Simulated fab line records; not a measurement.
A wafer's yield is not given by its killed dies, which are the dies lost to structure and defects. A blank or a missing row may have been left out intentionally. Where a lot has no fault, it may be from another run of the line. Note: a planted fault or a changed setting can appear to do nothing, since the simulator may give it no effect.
Struck lot and sound lot, side by side | flow n5Finfet | 15 out of 1938 route steps
Sound: wafers L201.4, L201.5, L201.6. The struck wafers were L208.1, L208.3, L208.4. The cause is named last.
Per side, at each step with rows, come the tool, then ch with its chambers, and then its first start. Under that, the readings that differ: sound wafers | struck wafers | difference of the means | sigmas: that difference in standard deviations of wafers without a fault.
alike: a reading whose means differ by less than 2 such deviations, as well as words and numbers matching on both sides. not compared: withheld readings; readings where some wafer has no value; bounds like >300 that might hide an equal value; numbers whose values overlap and for which the record gives no deviation.
Wherever a step has rows on one side only, a row that says differs or no value, or a row with sigmas, the two part there. Numbers that don't overlap but have no deviation are shown without sigmas and don't part them. A reading that every wafer of one side lacks parts them only if that side has two wafers or more.

N5_BEOL_M14_ETCH_67: etches SiARC in CF4, target depth 143 nm, time 238.3 s.
  sound on rieDiel-02 ch 2,3, day 11 18:45; struck on rieDiel-04 ch 0,2,3, day 12 23:01
  alike: cf4FlowSccm, chamberPressureMTorr, drypumpMotorCurrentA, etchRfOnTimeS, oesProductAu, rfVppV, showerheadPlenumPTorr, throttleValvePct
  not compared: rfHoursCounterH
N5_BEOL_M14_ETCH_68: etches SOC in N2/H2, time 450 s.
  sound on rieDiel-02 ch 2,3, day 11 18:54; struck on rieDiel-04 ch 0,2,3, day 12 23:10
  alike: chamberPressureMTorr, drypumpMotorCurrentA, oesProductAu, rfVppV, showerheadPlenumPTorr, throttleValvePct
  not compared: rfHoursCounterH
then, 1 step without rows for these wafers: N5_BEOL_M14_STRIP_69 (strips in N2/H2).
N5_BEOL_M14_TRENCH_ETCH_34: etches SiO2 in C4F8/O2/Ar, target depth 556.65 nm, time 126.9 s.
  sound on rieDiel-02 ch 2,3, day 11 19:10; struck on rieDiel-04 ch 0,2,3, day 12 23:26
  alike: C4F8_flow_sccm, chamberPressureMTorr, drypumpMotorCurrentA, heInnerTorr, oes_f_703_au, oesProductAu, rfVppV, showerheadPlenumPTorr, throttleValvePct
  not compared: rfHoursCounterH
then, 1 step without rows for these wafers: N5_BEOL_M14_STRIP_70 (strips in C4F8/O2/Ar).
N5_BEOL_M14_OCD_MEAS_35:
  sound on ocd-02, day 11 19:20; struck on ocd-01, day 12 23:36
  alike: trenchDepthNm
N5_BEOL_M14_STRIP_37: strips in O2.
  sound on rieDiel-03 ch 2,3, day 11 22:47; struck on rieDiel-04 ch 0,1,2, day 13 03:06
  alike: chamberPressureMTorr, drypumpMotorCurrentA, oesProductAu, rfVppV, showerheadPlenumPTorr, throttleValvePct
  not compared: rfHoursCounterH
then, 4 steps without rows for these wafers: N5_BEOL_M14_ETCH_38 (etches SiCN in CF4/N2, target depth 106.5 nm, time 120.6 s); N5_BEOL_M14_PRECLEAN_39 (cleans in residue remover, time 60 s); N5_BEOL_M14_SRD_40 (time 30 s, dry time 30 s); N5_BEOL_M14_DEGAS_41 (time 60 s).
N5_BEOL_M14_PRE_CLEAN_42: time 30 s.
  sound on pvdSputter-01, day 11 23:37; struck on pvdSputter-01, day 13 03:51
  alike: heaterPowerW
N5_BEOL_M14_SPUTTER_43: material TaN, target thk 15 nm, time 24.19 s.
  sound on pvdSputter-01, day 11 23:39; struck on pvdSputter-01, day 13 03:53
reading                                     | sound             | struck            | difference | sigmas
cathodeDcPowerW (W)                         | 14998 15003 14999 | 14141 14146 14145 | -856       | -99 or more
model.TaN_of_BEOL_M14_SPUTTER_43.thkNm (nm) | 15.4 15.2 15.2    | 14.2 14.2 14.2    | -1.1       | 
  alike: throttleValvePct
then, 1 step without rows for these wafers: N5_BEOL_M14_SPUTTER_44 (material Ta, target thk 15 nm, time 24.19 s).
N5_PASSIVATION_PROBE_49:
  sound on prober-01, day 13 00:08; struck on prober-01, day 14 03:14
  alike: defectLimitedYield, killed_at_M0_to_M3, killed_at_M4_up, killedAtContacts, killedAtFrontEnd, killedAtOther, killedDies, killedOpen, killedShort, sort_bin_5_function, sort_bin_6_memory, sort_bin_8_speed, sortNPass, sortYieldPct

WHERE THEY PART
At N5_BEOL_M14_SPUTTER_43 and nowhere else, as far as this record goes. Later steps at which nothing parts them and some readings are alike: N5_PASSIVATION_PROBE_49.

WHY: the cause the simulator had injected
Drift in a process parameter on pvdSputter-01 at N5_BEOL_M14_SPUTTER_43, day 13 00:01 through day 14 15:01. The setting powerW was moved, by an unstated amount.
